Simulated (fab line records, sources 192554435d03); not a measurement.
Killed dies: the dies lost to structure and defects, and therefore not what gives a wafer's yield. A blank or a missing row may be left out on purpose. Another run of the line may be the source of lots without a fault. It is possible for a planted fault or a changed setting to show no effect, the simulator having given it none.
The tool behind it: which one?	flow n5_finfet	Sampling: 10 lots, 30 wafers, 6 of 1938 route steps

== WHAT EACH GAUGE READ, for each wafer ==
N5_PMOS_HMC_CHANNEL_EPI_THK_MEAS_22. Usual: for HMC_CMP_THK the level is 53.7 nm and the standard deviation is 0.8.
lot	measured	on	HMC_CMP_THK (nm)	flag
L231	day 2 02:04	film_metro-01	53.3 53.1 52.7	
L232	day 2 07:59	film_metro-02	54.4 54.5 54.4	
L234	day 2 20:53	film_metro-01	54.8 54.3 53.9	
L236	day 3 08:01	film_metro-02	54.5 55.3 54.5	
L242	day 4 20:13	film_metro-02	59.8 59.9 59.7	OFF
L243	day 5 02:01	film_metro-02	58.5 58.6 58.6	OFF
L244	day 5 08:59	film_metro-01	58.7 58.7 58.6	OFF
L246	day 5 19:49	film_metro-01	53.1 52.8 53.1	
L249	day 6 13:53	film_metro-02	54.2 53.7 53.5	
L251	day 7 02:05	film_metro-02	53.2 53.3 52.8	

N5_BEOL_M4_RC_MEAS_101. Usual: CJ_P 5.83, standard deviation 0.18; DIBL_N 36.3 mV/V, standard deviation 1.6; DIBL_P 36.4 mV/V, standard deviation 2.1; IOFF_N 0.16 nA/um, standard deviation 0.032; IOFF_P 0.22 nA/um, standard deviation 0.044; IOFF_P_85C 3.7 nA/um, standard deviation 0.62; ION_N 675 uA/um, standard deviation 12; ION_P 463 uA/um, standard deviation 8.3; SS_N 71.6 mV/dec, standard deviation 0.64; SS_P 73.3 mV/dec, standard deviation 0.67; VT_N 250 mV, standard deviation 3.3; VT_P -250 mV, standard deviation 3.7.
lot	measured	on	CJ_P	DIBL_N (mV/V)	DIBL_P (mV/V)	IOFF_N (nA/um)	IOFF_P (nA/um)	IOFF_P_85C (nA/um)	ION_N (uA/um)	ION_P (uA/um)	SS_N (mV/dec)	SS_P (mV/dec)	VT_N (mV)	VT_P (mV)	flag
L231	day 10 11:23	prober-01	5.88 6.18 6.03	33.7 33.8 35.0	33.5 33.5 35.4	0.13 0.12 0.15	0.19 0.19 0.22	3.3 3.3 3.6	671 659 664	471 464 463	71.2 71.0 71.5	72.6 73.0 72.8	252 254 250	-249 -249 -251	
L232	day 9 17:16	prober-01	5.59 5.67 5.69	37.6 35.8 35.0	38.7 35.3 35.0	0.17 0.13 0.12	0.21 0.16 0.16	3.7 2.9 2.9	675 672 666	462 452 455	72.0 71.6 70.9	73.9 72.1 72.7	248 252 252	-250 -256 -255	
L234	day 10 02:59	prober-01	5.75 5.74 5.89	36.7 36.5 37.5	36.5 36.4 37.5	0.17 0.16 0.18	0.22 0.20 0.22	3.8 3.4 3.8	675 664 682	470 455 469	71.0 71.4 72.1	73.9 72.9 74.1	248 251 248	-249 -251 -248	
L236	day 10 15:55	prober-01	5.67 5.46 5.62	35.5 35.7 34.7	36.4 36.0 34.5	0.16 0.15 0.13	0.22 0.21 0.18	3.7 3.6 3.2	679 668 663	465 457 451	71.4 71.8 71.7	73.5 72.9 73.5	248 251 253	-251 -248 -250	
L242	day 12 15:33	prober-01	3.97 3.95 4.06	37.1 36.7 35.6	40.5 37.3 37.7	0.17 0.15 0.13	0.34 0.24 0.30	5.4 4.1 4.9	692 681 670	451 450 443	72.2 71.4 71.1	75.8 73.3 75.8	248 250 251	-248 -251 -252	OFF
L243	day 13 03:26	prober-01	4.34 4.33 4.59	33.4 35.7 36.9	38.7 39.9 47.2	0.13 0.16 0.19	0.33 0.33 0.95	5.2 5.2 12.6	657 672 668	437 446 450	71.0 71.3 72.0	76.1 75.9 83.4	252 250 247	-248 -248 -246	OFF
L244	day 13 12:34	prober-02	4.32 4.05 4.14	35.9 38.0 36.0	38.2 45.5 41.1	0.14 0.19 0.15	0.32 0.72 0.46	5.2 10.4 7.1	661 675 661	440 440 436	72.3 71.3 71.9	76.1 80.8 78.6	251 246 251	-249 -247 -249	OFF
L246	day 13 21:56	prober-02	6.14 5.95 6.08	36.4 34.7 35.0	36.7 33.9 33.9	0.16 0.13 0.14	0.23 0.19 0.20	4.0 3.5 3.5	685 669 676	475 460 463	71.0 70.9 71.5	73.9 72.7 72.5	249 251 251	-249 -249 -248	
L249	day 14 05:22	prober-02	5.75 5.73 5.79	34.3 34.8 33.7	32.5 33.8 31.3	0.10 0.12 0.09	0.13 0.14 0.12	2.3 2.6 2.2	642 676 651	435 460 442	70.7 71.0 70.2	72.8 73.8 71.9	257 253 258	-258 -256 -259	
L251	day 15 14:51	prober-02	5.78 5.81 6.01	35.6 34.9 36.8	35.1 34.2 35.7	0.12 0.12 0.14	0.18 0.17 0.19	3.3 3.0 3.3	648 672 667	450 464 461	71.4 70.7 70.9	73.4 73.2 72.4	255 254 252	-253 -251 -253	

== TOOL THAT RAN EACH LOT (tool first, then ch and the chambers of the sampled wafers, then the start) ==
lot	N5_WELL_APT_DESCUM_30	N5_WELL_APT_RTA_34	N5_PMOS_HMC_CHANNEL_EPI_FIN_RECESS_16	N5_FIN_SAQP_DENSIFY_62
L231	rie_diel-06 ch 0,1, day 1 21:08	rtp_anneal-01 ch 0, day 1 22:00	rie_si-05 ch 0,2,3, day 1 23:52	rtp_anneal-02 ch 0, day 2 04:38
L232	rie_diel-03 ch 0,2,3, day 2 02:57	rtp_anneal-02 ch 0, day 2 03:46	rie_si-05 ch 0,2,3, day 2 05:46	rtp_anneal-02 ch 0, day 2 09:20
L234	rie_diel-02 ch 0,2,3, day 2 15:25	rtp_anneal-01 ch 0, day 2 16:14	rie_si-03 ch 0,3, day 2 18:49	rtp_anneal-01 ch 0, day 2 21:46
L236	rie_diel-03 ch 0,2,3, day 3 03:12	rtp_anneal-01 ch 0, day 3 03:59	rie_si-04 ch 2,3, day 3 05:49	rtp_anneal-01 ch 0, day 3 09:05
L242	rie_diel-06 ch 1,2,3, day 4 14:56	rtp_anneal-02 ch 0, day 4 16:02	rie_si-05 ch 1,2,3, day 4 18:01	rtp_anneal-02 ch 0, day 4 21:43
L243	rie_diel-02 ch 0,3, day 4 21:21	rtp_anneal-02 ch 0, day 4 22:11	rie_si-05 ch 0,3, day 5 00:13	rtp_anneal-01 ch 0, day 5 03:18
L244	rie_diel-06 ch 0,1,3, day 5 03:45	rtp_anneal-02 ch 0, day 5 04:33	rie_si-05 ch 0,1,2, day 5 06:43	rtp_anneal-01 ch 0, day 5 11:01
L246	rie_diel-02 ch 0,2,3, day 5 15:07	rtp_anneal-01 ch 0, day 5 15:52	rie_si-04 ch 0,1, day 5 17:37	rtp_anneal-01 ch 0, day 5 20:38
L249	rie_diel-03 ch 0,1, day 6 08:56	rtp_anneal-02 ch 0, day 6 09:51	rie_si-03 ch 0,2,3, day 6 11:41	rtp_anneal-02 ch 0, day 6 14:57
L251	rie_diel-02 ch 1,2,3, day 6 21:37	rtp_anneal-01 ch 0, day 6 22:26	rie_si-04 ch 0,1,2, day 7 00:17	rtp_anneal-02 ch 0, day 7 02:54
- N5_WELL_APT_DESCUM_30: chemistry O2, time 7.9 s.
- N5_WELL_APT_RTA_34: time 10 s.
- N5_PMOS_HMC_CHANNEL_EPI_FIN_RECESS_16: chemistry HBr/Cl2, target Si, target depth 54 nm, time 18 s.
- N5_FIN_SAQP_DENSIFY_62: time 60 s.

== WHAT THE TOOLS THEMSELVES READ (means of the sampled wafers that have a number; where no wafer has one, the mark that the record gives instead) ==
N5_WELL_APT_DESCUM_30. Usual: bias_power_w 20.00 W (standard deviation 0.058); drypump_motor_current_A 5.8 A (standard deviation 0.52); oes_product_au 0.73 a.u. (standard deviation 0.041); rf_fwd_power_W 49.66 W (standard deviation 0.16); rf_vpp_V 243.1 V (standard deviation 1.3); showerhead_plenum_p_Torr 2.09 Torr (standard deviation 0.081); throttle_valve_pct 20.40 % (standard deviation 0.26).
lot	tool	bias_power_w (W)	drypump_motor_current_A (A)	oes_product_au (a.u.)	rf_fwd_power_W (W)	rf_vpp_V (V)	showerhead_plenum_p_Torr (Torr)	throttle_valve_pct (%)	flag
L231	rie_diel-06	19.95	5.4	0.75	49.68	244.6	2.19	20.42	
L232	rie_diel-03	20.00	5.6	0.73	49.61	243.9	2.03	20.30	
L234	rie_diel-02	20.04	5.9	0.73	49.75	243.1	2.03	20.18	
L236	rie_diel-03	19.98	5.5	0.72	49.62	241.6	2.03	20.31	
L242	rie_diel-06	20.00	6.1	0.73	49.69	244.1	2.18	20.42	
L243	rie_diel-02	20.00	6.3	0.74	49.40	241.5	2.00	20.13	
L244	rie_diel-06	19.96	6.0	0.74	49.68	244.7	2.17	20.37	
L246	rie_diel-02	19.94	5.9	0.71	49.72	242.4	2.02	20.20	
L249	rie_diel-03	20.00	5.2	0.71	49.64	242.5	2.11	20.56	
L251	rie_diel-02	20.03	5.7	0.71	49.60	242.8	2.05	20.45	

N5_WELL_APT_RTA_34. Usual: lamp_power_pct 13.00 %, standard deviation 0.056; wafer_temp_C_max 1003.6, standard deviation 1.
lot	tool	lamp_power_pct (%)	wafer_temp_C_max	flag
L231	rtp_anneal-01	12.99	1004.1	
L232	rtp_anneal-02	12.98	1003.7	
L234	rtp_anneal-01	13.01	1004.3	
L236	rtp_anneal-01	13.06	1004.1	
L242	rtp_anneal-02	13.03	1003.6	
L243	rtp_anneal-02	12.98	1004.5	
L244	rtp_anneal-02	12.99	1003.3	
L246	rtp_anneal-01	12.97	1003.6	
L249	rtp_anneal-02	12.99	1003.2	
L251	rtp_anneal-01	13.05	1003.2	

N5_PMOS_HMC_CHANNEL_EPI_FIN_RECESS_16. Usual: HBr_flow_sccm 150.0 sccm, standard deviation 0.49; drypump_motor_current_A 5.8 A, standard deviation 0.38; oes_product_au 0.998 a.u., standard deviation 0.017; rf_fwd_power_W 795.6 W, standard deviation 2.7; throttle_valve_pct 35.48 %, standard deviation 0.25.
lot	tool	HBr_flow_sccm (sccm)	drypump_motor_current_A (A)	oes_product_au (a.u.)	rf_fwd_power_W (W)	throttle_valve_pct (%)	flag
L231	rie_si-05	149.5	6.2	0.989	794.8	35.45	
L232	rie_si-05	150.2	6.2	1.004	795.5	35.42	
L234	rie_si-03	149.8	6.1	1.021	794.0	35.22	
L236	rie_si-04	149.5	5.5	0.993	798.6	35.44	
L242	rie_si-05	149.9	5.8	0.986	795.7	35.38	
L243	rie_si-05	149.9	6.4	0.992	796.6	35.57	
L244	rie_si-05	150.0	5.9	0.993	797.9	35.39	
L246	rie_si-04	150.1	5.8	0.997	796.9	35.93	
L249	rie_si-03	150.5	6.0	1.010	798.7	35.19	
L251	rie_si-04	150.1	5.7	0.988	797.6	35.75	

N5_FIN_SAQP_DENSIFY_62. Usual: lamp_power_pct 9.84 %, standard deviation 0.057; wafer_temp_C_max 703.3, standard deviation 0.64.
lot	tool	lamp_power_pct (%)	wafer_temp_C_max	flag
L231	rtp_anneal-02	9.86	702.7	
L232	rtp_anneal-02	9.83	703.4	
L234	rtp_anneal-01	9.91	703.4	
L236	rtp_anneal-01	9.86	704.0	
L242	rtp_anneal-02	9.86	703.2	
L243	rtp_anneal-01	9.85	703.3	
L244	rtp_anneal-01	9.80	702.9	
L246	rtp_anneal-01	9.92	703.0	
L249	rtp_anneal-02	9.78	703.5	
L251	rtp_anneal-02	9.82	703.0	

== THE ANSWER, worked out from the rows above alone ==
Rule: lot off if the mean of its wafers having a number is beyond 3 standard deviations from the usual mean. A lot without any number at a reading at which 4 lots or more have one is off too. The other lots that the step has rows for count as sound. First the gauges in route order, then the tools' own readings, where a lot's mean is used as printed above. The first step at which some lot is off is used, and at that step the reading that is off furthest; a lot without a number counts as furthest.
Off: at N5_PMOS_HMC_CHANNEL_EPI_THK_MEAS_22 (HMC_CMP_THK), L242, L243, L244.
If a tool, at a process step before that reading, ran all the lots that are off and no sound lot after the first of them, it fits. Not tried: the gauges at N5_PMOS_HMC_CHANNEL_EPI_THK_MEAS_22; whatever is off there is also off at N5_BEOL_M4_RC_MEAS_101, on other tools, and gauge error can't account for it. One fits: N5_PMOS_HMC_CHANNEL_EPI_FIN_RECESS_16 on rie_si-05. A fault onset in the window from L232 (day 2 05:46, its last sound lot) to L242 (day 4 18:01, its first lot off) fits.

== WHAT THE SIMULATOR HAD PUT IN ==
Process parameter drift: rie_si-05, from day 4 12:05 on, at N5_PMOS_HMC_CHANNEL_EPI_FIN_RECESS_16. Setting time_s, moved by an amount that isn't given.
Shown lots that were struck: L242, L243, L244. This agrees with what the rule above found.
